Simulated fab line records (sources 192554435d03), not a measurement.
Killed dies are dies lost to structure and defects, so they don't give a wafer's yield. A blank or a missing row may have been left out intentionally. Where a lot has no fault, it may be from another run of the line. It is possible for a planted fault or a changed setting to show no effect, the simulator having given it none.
A struck lot beside a sound one + flow n5_finfet + 38 steps out of a route of 1938
Sound: these wafers, L912.2, L912.4, L912.6. Struck: wafer L924.1. (L924.5, L924.6 of the same lot were not struck and are left out.) The cause comes at the end.
Order at every step that has rows: each side's tool, ch and its chambers, its first start. Under that, the readings that differ: sound wafers + struck wafers + difference of the means + sigmas: that difference in standard deviations of wafers without a fault.
alike: a reading whose means differ by less than 2 such deviations, as well as words and numbers matching on both sides. not compared: withheld readings; readings where some wafer has no value; bounds like >300 that might hide an equal value; numbers whose values overlap and for which the record gives no deviation.
The two part at a step that has a row with sigmas, a row that says differs or no value, or rows on one side only. Numbers that don't overlap but have no deviation are shown without sigmas and don't part them. Lack of a reading on every wafer of one side parts them only where that side has two or more wafers.

first, 9 steps without rows for these wafers: N5_BEOL_M2_ANNEAL_95 (time 240 s); N5_BEOL_M2_SPUTTER_96 (material Cu, target thk 4.5 nm, time 8.29 s); N5_BEOL_M2_ECD_50 (material Cu, target thk 300 nm); N5_BEOL_M2_ANNEAL_51 (time 90 s); N5_BEOL_M2_CMP_52 (polishes, stops on SiOC, t overpolish 6.8 s, target thk 40 nm); N5_BEOL_M2_PRE_CLEAN_60 (time 15 s); N5_BEOL_M2_CO_CAP_55 (material Co, precursor CCTBA/H2, target thk 2 nm, time 102.1 s); N5_BEOL_M2_PRE_CLEAN_56 (time 15 s); N5_BEOL_M2_DEP_57 (deposits SiCN from 3MS/NH3, target thk 8 nm, time 14 s).
N5_BEOL_M3_ILD_DEP_00: deposits SiOC from DEMS/O2, target thk 79 nm, time 15.3 s.
  sound on pecvd-03 ch 0,2, day 8 00:10; struck on pecvd-03 ch 0, day 10 23:47
| reading                                      | sound          | struck | difference | sigmas |
|----------------------------------------------|----------------|--------|------------|--------|
| model.SiOC_of_BEOL_M3_ILD_DEP_00.thk_nm (nm) | 78.2 79.4 79.6 | 129    | +50        |        |
  alike: heater_power_w, showerhead_plenum_p_Torr, throttle_valve_pct
N5_BEOL_M3_THK_MEAS_01:
  sound: film_metro-01 at day 8 00:14; struck: film_metro-01 at day 10 23:50
| reading         | sound          | struck | difference | sigmas |
|-----------------|----------------|--------|------------|--------|
| M3_ILD_THK (nm) | 78.1 79.3 79.6 | 128.9  | +49.9      | +45    |
then, 24 steps without rows for these wafers: N5_BEOL_M3_PECVD_72 (deposits SiO2 from TEOS/O2, target thk 16 nm, time 18 s); N5_BEOL_M3_HM_DEP_02 (deposits TiN, target thk 20 nm); N5_BEOL_M3_COAT_61 (time 60 s, resist thk 60 nm); N5_BEOL_M3_COAT_62 (time 60 s, resist thk 12 nm); N5_BEOL_M3_COAT_73 (time 60 s, resist thk 5 nm); N5_BEOL_M3_COAT_05 (resist thk 30 nm); N5_BEOL_M3_EBR_07; N5_BEOL_M3_SOFTBAKE_06 (time 60 s); N5_BEOL_M3_EXPOSE_08 (exposes mask M3); N5_BEOL_M3_PEB_09 (peb time 60 s); N5_BEOL_M3_DEVELOP_10 (develop time 30 s); N5_BEOL_M3_DESCUM_16 (chemistry O2, time 7 s); N5_BEOL_M3_ETCH_74 (etches underlayer in N2/H2, target depth 6.5 nm, time 5.2 s); N5_BEOL_M3_ETCH_63 (etches SiARC in CF4, target depth 15.6 nm, time 26 s); N5_BEOL_M3_ETCH_64 (etches SOC in N2/H2, target depth 75 nm, overetch 15 nm, time 112.5 s); N5_BEOL_M3_STRIP_65 (strips in N2/H2); N5_BEOL_M3_STRIP_75 (strips in N2/H2); N5_BEOL_M3_STRIP_66 (strips in CF4); N5_BEOL_M3_HM_OPEN_17 (chemistry Cl2/BCl3, target TiN, target depth 20 nm, overetch 6 nm); N5_BEOL_M3_STRIP_19 (strips in O2); N5_BEOL_M3_COAT_67 (time 60 s, resist thk 60 nm); N5_BEOL_M3_COAT_68 (time 60 s, resist thk 12 nm); N5_BEOL_M3_COAT_76 (time 60 s, resist thk 5 nm); N5_BEOL_M3_COAT_22 (resist thk 30 nm).
N5_BEOL_M3_CMP_52: polishes, stops on SiOC, t overpolish 6.8 s, target thk 40 nm.
  sound on cmp-01 ch 0,2,3, day 8 06:49; struck on cmp-04 ch 0, day 12 03:37
| reading                                      | sound          | struck | difference | sigmas |
|----------------------------------------------|----------------|--------|------------|--------|
| model.SiOC_of_BEOL_M3_ILD_DEP_00.thk_nm (nm) | 75.2 76.4 76.6 | 126    | +50        |        |
| model.Cu_of_BEOL_M3_ECD_50.thk_nm (nm)       | 40.8 41.4 40.6 | 90     | +49        |        |
  alike: motor_current_A
  not compared: pad_life_wafers
N5_BEOL_M4_RC_MEAS_101:
  the record has rows for the sound wafers here (prober-01 ch 0, day 8 20:48) and none for the struck ones
-- the record jumps here: 5 days lie between the struck wafers' starts before and after (it left off in module BEOL_M4 and takes up again in module PASSIVATION, whose first step shown is number 1936 of the route) --
N5_PASSIVATION_PROBE_49:
  the record has rows for the struck wafers here (prober-02, day 17 04:01) and none for the sound ones

== WHERE THEY PART ==
At N5_BEOL_M3_THK_MEAS_01 first; at N5_PASSIVATION_PROBE_49 last (within this record only).

WHY: whatever the simulator had introduced
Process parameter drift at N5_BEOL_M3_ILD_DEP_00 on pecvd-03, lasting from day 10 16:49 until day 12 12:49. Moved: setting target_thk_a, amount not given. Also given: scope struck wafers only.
